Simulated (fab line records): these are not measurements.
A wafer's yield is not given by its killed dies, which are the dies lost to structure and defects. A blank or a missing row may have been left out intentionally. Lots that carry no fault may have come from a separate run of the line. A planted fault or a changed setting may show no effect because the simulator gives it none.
Split-lot trial + flow n5_finfet + 39 wafers read from 7 lots, route of 1938 steps

THE SPLIT
At N5_BEOL_M6_DESCUM_33 (chemistry O2, time 7 s), the setting time_s was moved away from the recipe's 7 s on 15 of the 39 wafers read, by +19.2% to +51.4%. The other wafers ran this setting at the recipe's value.

The reading comes from the split's own step.

THE READING
BEOL_M6.cd_nm (the simulator's own value, which no gauge read), in nm, at N5_BEOL_M6_DESCUM_33 (chemistry O2, time 7 s). There is no usual value for it anywhere in the file. Across the 24 wafers here that went through the recipe, the average is 40.0 nm and the standard deviation 0.17 nm.

| wafer  | tool, chamber at the split | time_s as run, s | against the recipe | BEOL_M6.cd_nm, nm | against lot-mates on the recipe |
|--------|----------------------------|------------------|--------------------|-------------------|---------------------------------|
| L074.1 | rie_diel-06, 2,0           | 8.343            | +19.2%             | 40                | +0.2                            |
| L074.2 | rie_diel-06, 2,0           | 8.343            | +19.2%             | 40                | +0.2                            |
| L074.3 | rie_diel-06, 3             | 8.343            | +19.2%             | 40                | +0.2                            |
| L074.4 | rie_diel-06, 0,2           | 7                | recipe             | 39.8              | -                               |
| L074.6 | rie_diel-06, 0,2           | 7                | recipe             | 39.8              | -                               |
| L074.5 | rie_diel-06, 3             | 7                | recipe             | 39.8              | -                               |
| L076.1 | rie_diel-01, 0,1           | 7                | recipe             | 40.2              | -                               |
| L076.6 | rie_diel-01, 0,1           | 7                | recipe             | 40.2              | -                               |
| L076.2 | rie_diel-01, 3             | 7                | recipe             | 39.8              | -                               |
| L076.3 | rie_diel-01, 1,2           | 7                | recipe             | 40                | -                               |
| L076.4 | rie_diel-01, 1,2           | 7                | recipe             | 40                | -                               |
| L076.5 | rie_diel-01, 2             | 7                | recipe             | 40                | -                               |
| L075.1 | rie_diel-01, 2,1           | 7                | recipe             | 39.8              | -                               |
| L075.5 | rie_diel-01, 2,1           | 7                | recipe             | 39.8              | -                               |
| L075.2 | rie_diel-01, 1             | 7                | recipe             | 39.8              | -                               |
| L075.3 | rie_diel-01, 3,2           | 9.17             | +31.0%             | 40.2              | +0.4                            |
| L075.6 | rie_diel-01, 3,2           | 9.17             | +31.0%             | 40.2              | +0.4                            |
| L075.4 | rie_diel-01, 0             | 9.17             | +31.0%             | 40.2              | +0.4                            |
| L078.1 | rie_diel-06, 1,3,0         | 7                | recipe             | 40.2              | -                               |
| L078.3 | rie_diel-06, 1,3,0         | 7                | recipe             | 40.2              | -                               |
| L078.5 | rie_diel-06, 1,3,0         | 7                | recipe             | 40.2              | -                               |
| L078.2 | rie_diel-06, 0             | 10.6             | +51.4%             | 40.8              | +0.6                            |
| L078.4 | rie_diel-06, 1,3           | 10.6             | +51.4%             | 40.6              | +0.4                            |
| L078.6 | rie_diel-06, 1,3           | 10.6             | +51.4%             | 40.6              | +0.4                            |
| L086.3 | rie_diel-06, 3,2           | 7                | recipe             | 40                | -                               |
| L086.5 | rie_diel-06, 3,2           | 7                | recipe             | 40                | -                               |
| L086.6 | rie_diel-06, 3             | 7                | recipe             | 40.2              | -                               |
| L092.1 | rie_diel-01, 3,0           | 7                | recipe             | 40                | -                               |
| L092.4 | rie_diel-01, 3,0           | 7                | recipe             | 40                | -                               |
| L092.2 | rie_diel-01, 2,1           | 8.817            | +26.0%             | 40.2              | +0.1                            |
| L092.3 | rie_diel-01, 2,1           | 8.817            | +26.0%             | 40.2              | +0.1                            |
| L092.5 | rie_diel-01, 3             | 7                | recipe             | 40.2              | -                               |
| L092.6 | rie_diel-01, 0             | 8.817            | +26.0%             | 40.4              | +0.3                            |
| L097.1 | rie_diel-02, 1             | 7                | recipe             | 40.2              | -                               |
| L097.5 | rie_diel-02, 1             | 7                | recipe             | 40.2              | -                               |
| L097.2 | rie_diel-02, 3             | 8.867            | +26.7%             | 40.4              | +0.2                            |
| L097.3 | rie_diel-02, 0             | 8.867            | +26.7%             | 40.4              | +0.2                            |
| L097.6 | rie_diel-02, 0             | 8.867            | +26.7%             | 40.4              | +0.2                            |
| L097.4 | rie_diel-02, 3             | 7                | recipe             | 40.2              | -                               |
The file does not say which wafer passed through which chamber wherever a row lists several chambers: such a row stands for several wafers.

THE FIT
A straight line over all 39 wafers: BEOL_M6.cd_nm changes by +0.0106 nm for each +1% of time_s; r = +0.74; the points scatter about the line by 0.16 nm.
The same after taking each lot's own level away (the mean of its wafers on the recipe; 39 wafers): +0.00945 nm for each +1%; r = +0.88; scatter 0.086 nm.
Per that fit: largest time_s move, reading shift of 0.49 nm.
The lots' own levels span 39.80 to 40.20 nm, that is 2.4 times the standard deviation above.
So the lot-to-lot level blurs the effect unless lot-mates are compared.
Check: with one of the wafers moved furthest among these (+51.4%) left out of the fit, the line predicts +0.463 nm for it against its lot-mates. Against them it came out at +0.6 nm.

FURTHER SPLITS ON THESE WAFERS
Before the reading, these wafers also passed through other splits. Each is held against what the fit with the lots' levels taken away leaves over:
| other split on the same wafers                    | wafers away from the commonest value | r with BEOL_M6.cd_nm (lot level and that fit taken away) |
|---------------------------------------------------|--------------------------------------|----------------------------------------------------------|
| N5_PMOS_HMC_CHANNEL_EPI_DEVELOP_08 develop_time_s | 18                                   | +0.20                                                    |
| N5_MOL_CONTACT_COAG_ALD_20 ald_cycles             | 15                                   | -0.15                                                    |
| N5_BEOL_M0_SAQP_ETCH_106 target_depth_a           | 9                                    | +0.06                                                    |
| N5_BEOL_M1_TRENCH_ETCH_37 target_depth_a          | 12                                   | -0.32                                                    |

THE WHOLE CHAIN: every reading that the file lists as answering this split, in the file's order
| step                 | what it does           | reading                                                                            | change (the file's fit)                 | r (the file's) |
|----------------------|------------------------|------------------------------------------------------------------------------------|-----------------------------------------|----------------|
| N5_BEOL_M6_DESCUM_33 | chemistry O2, time 7 s | CAR-EUV_of_BEOL_M6_COAT_22.thk_nm (the simulator's own value, which no gauge read) | -0.0353 nm for each +1% of the setting  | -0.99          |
| N5_BEOL_M6_DESCUM_33 | chemistry O2, time 7 s | BEOL_M6.cd_nm (the simulator's own value, which no gauge read)                     | +0.00947 nm for each +1% of the setting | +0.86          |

FILE'S OWN FIT
BEOL_M6.cd_nm changes by +0.00947 nm for each +1% of time_s, r = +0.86.
